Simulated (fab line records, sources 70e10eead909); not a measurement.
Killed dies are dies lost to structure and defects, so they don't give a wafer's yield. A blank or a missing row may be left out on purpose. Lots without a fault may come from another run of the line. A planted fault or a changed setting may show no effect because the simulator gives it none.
Tool commonality check | flow nand_harc | 10 lots, 36 wafers sampled

WHY IT WAS OPENED
At NHARC_P_ZERO_WELL_INSPECT_43 the reading raw_defect_count is flagged on 2 of 10 lots. Wafers without a fault read 15, standard deviation 8.6.
Rule: a lot is flagged when every wafer of it that has a number lies more than 4 standard deviations from that mean, or none has a number. The other lots count as sound.

lot  | measured    | on                | raw_defect_count, wafer by wafer | flag
L835 | day 1 19:44 | defect_inspect-01 | 20 6 9                           |
L837 | day 2 07:38 | defect_inspect-02 | 26 18 22                         |
L842 | day 3 13:29 | defect_inspect-01 | 1123 1045 1106 1135 1034 1124    | FLAGGED
L843 | day 3 19:37 | defect_inspect-02 | 1098 1096 1104 1103 1116 1102    | FLAGGED
L844 | day 4 01:41 | defect_inspect-02 | 15 33 43                         |
L852 | day 6 01:45 | defect_inspect-01 | 12 7 23                          |
L854 | day 6 13:28 | defect_inspect-01 | 7 23 19                          |
L855 | day 6 19:28 | defect_inspect-01 | 17 13 19                         |
L856 | day 7 01:28 | defect_inspect-02 | 17 19 12                         |
L857 | day 7 07:43 | defect_inspect-02 | 5 18 1                           |
The numbers of the flagged lots are 1099 on average: +1084 against the usual, or +99 or more standard deviations.

WHICH TOOL RAN EACH LOT
The record holds 4 process steps before the reading, out of a route of 1159 steps. In each cell: the tool, then ch and the chambers that the sampled wafers went through, then the start.
lot  | flag    | NHARC_P_ZERO_WELL_ETCH_62                    | NHARC_P_ZERO_WELL_EXPOSE_21      | NHARC_P_ZERO_WELL_DESCUM_26       | NHARC_P_ZERO_WELL_DESCUM_54
L835 |         | rie_diel-08 ch 0,2,3, day 1 14:35 or earlier | krf_scanner-04 ch 0, day 1 14:35 | rie_diel-08 ch 1,3, day 1 14:53   | rie_diel-08 ch 0,1, day 1 18:04
L837 |         | rie_diel-04 ch 0,1,3, day 2 02:20 or earlier | krf_scanner-04 ch 0, day 2 02:20 | rie_diel-04 ch 0,1,3, day 2 02:40 | rie_diel-04 ch 1,2, day 2 05:58
L842 | FLAGGED | rie_diel-08 ch 0,1,2, day 3 08:18 or earlier | krf_scanner-02, day 3 08:18      | rie_diel-04 ch 1,2, day 3 08:38   | rie_diel-08 ch 1,2,3, day 3 11:49
L843 | FLAGGED | rie_diel-04 ch 1,2,3, day 3 14:19 or earlier | krf_scanner-04, day 3 14:19      | rie_diel-04 ch 1,2,3, day 3 14:38 | rie_diel-01 ch 0,1,3, day 3 17:48
L844 |         | rie_diel-04 ch 0,1,3, day 3 20:26 or earlier | krf_scanner-02 ch 0, day 3 20:26 | rie_diel-01 ch 1,2,3, day 3 20:46 | rie_diel-01 ch 0,1,2, day 4 00:02
L852 |         | rie_diel-01 ch 1,2,3, day 5 20:30 or earlier | krf_scanner-02 ch 0, day 5 20:30 | rie_diel-08 ch 0,1,3, day 5 20:50 | rie_diel-01 ch 0,1,3, day 6 00:05
L854 |         | rie_diel-01 ch 0,1, day 6 08:27 or earlier   | krf_scanner-02 ch 0, day 6 08:27 | rie_diel-01 ch 0,1,3, day 6 08:48 | rie_diel-04 ch 0,1,3, day 6 11:51
L855 |         | rie_diel-04 ch 0,2,3, day 6 14:20 or earlier | krf_scanner-02 ch 0, day 6 14:20 | rie_diel-08 ch 0,1,3, day 6 14:38 | rie_diel-08 ch 1,2,3, day 6 17:48
L856 |         | rie_diel-04 ch 0,1,3, day 6 20:19 or earlier | krf_scanner-02 ch 0, day 6 20:19 | rie_diel-04 ch 0,1,2, day 6 20:38 | rie_diel-08 ch 0,1,2, day 6 23:48
L857 |         | rie_diel-08 ch 0,2,3, day 7 02:29 or earlier | krf_scanner-04 ch 0, day 7 02:29 | rie_diel-04 ch 1,2,3, day 7 02:49 | rie_diel-01 ch 0,1,2, day 7 06:01
What these steps do:
- NHARC_P_ZERO_WELL_ETCH_62: etches the open film in CHF3/Ar, target depth 13 nm, time 6.5 s.
- NHARC_P_ZERO_WELL_EXPOSE_21: exposes mask P NWELL, target cd 720 nm.
- NHARC_P_ZERO_WELL_DESCUM_26: chemistry O2, time 3 s.
- NHARC_P_ZERO_WELL_DESCUM_54: chemistry O2, time 3 s.
- NHARC_P_ZERO_WELL_INSPECT_43

FLAGGED OVER TOTAL, TOOL BY TOOL (the gauges that took the reading come last)
step                         | tool              | lots run | flagged | share of the flagged lots | sound lots run after its first flagged lot
NHARC_P_ZERO_WELL_ETCH_62    | rie_diel-01       | 2        | 0       | none                      | -
NHARC_P_ZERO_WELL_ETCH_62    | rie_diel-04       | 5        | 1       | some                      | 3 (L844,L855,L856)
NHARC_P_ZERO_WELL_ETCH_62    | rie_diel-08       | 3        | 1       | some                      | 1 (L857)
NHARC_P_ZERO_WELL_EXPOSE_21  | krf_scanner-02    | 6        | 1       | some                      | 5 (L844,L852,L854,L855,L856)
NHARC_P_ZERO_WELL_EXPOSE_21  | krf_scanner-04    | 4        | 1       | some                      | 1 (L857)
NHARC_P_ZERO_WELL_DESCUM_26  | rie_diel-01       | 2        | 0       | none                      | -
NHARC_P_ZERO_WELL_DESCUM_26  | rie_diel-04       | 5        | 2       | all                       | 2 (L856,L857)
NHARC_P_ZERO_WELL_DESCUM_26  | rie_diel-08       | 3        | 0       | none                      | -
NHARC_P_ZERO_WELL_DESCUM_54  | rie_diel-01       | 4        | 1       | some                      | 3 (L844,L852,L857)
NHARC_P_ZERO_WELL_DESCUM_54  | rie_diel-04       | 2        | 0       | none                      | -
NHARC_P_ZERO_WELL_DESCUM_54  | rie_diel-08       | 4        | 1       | some                      | 2 (L855,L856)
NHARC_P_ZERO_WELL_INSPECT_43 | defect_inspect-01 | 5        | 1       | some                      | 3 (L852,L854,L855)
NHARC_P_ZERO_WELL_INSPECT_43 | defect_inspect-02 | 5        | 1       | some                      | 3 (L844,L856,L857)
NHARC_P_ZERO_WELL_ETCH_62 gives no start for some lots, so the hours and the order of its lots are those of NHARC_P_ZERO_WELL_EXPOSE_21.

WHAT THE TABLE ALLOWS
1 row of the table ran every flagged lot: rie_diel-04 at NHARC_P_ZERO_WELL_DESCUM_26.
- rie_diel-04 at NHARC_P_ZERO_WELL_DESCUM_26: 2 of its 5 lots flagged. Sound lots ran on it after the first flagged one (L856, L857), which a lasting fault on the whole tool wouldn't allow.
No row of the table ran every flagged lot and no sound lot after the first.

WHAT THE SIMULATOR HAD PUT IN
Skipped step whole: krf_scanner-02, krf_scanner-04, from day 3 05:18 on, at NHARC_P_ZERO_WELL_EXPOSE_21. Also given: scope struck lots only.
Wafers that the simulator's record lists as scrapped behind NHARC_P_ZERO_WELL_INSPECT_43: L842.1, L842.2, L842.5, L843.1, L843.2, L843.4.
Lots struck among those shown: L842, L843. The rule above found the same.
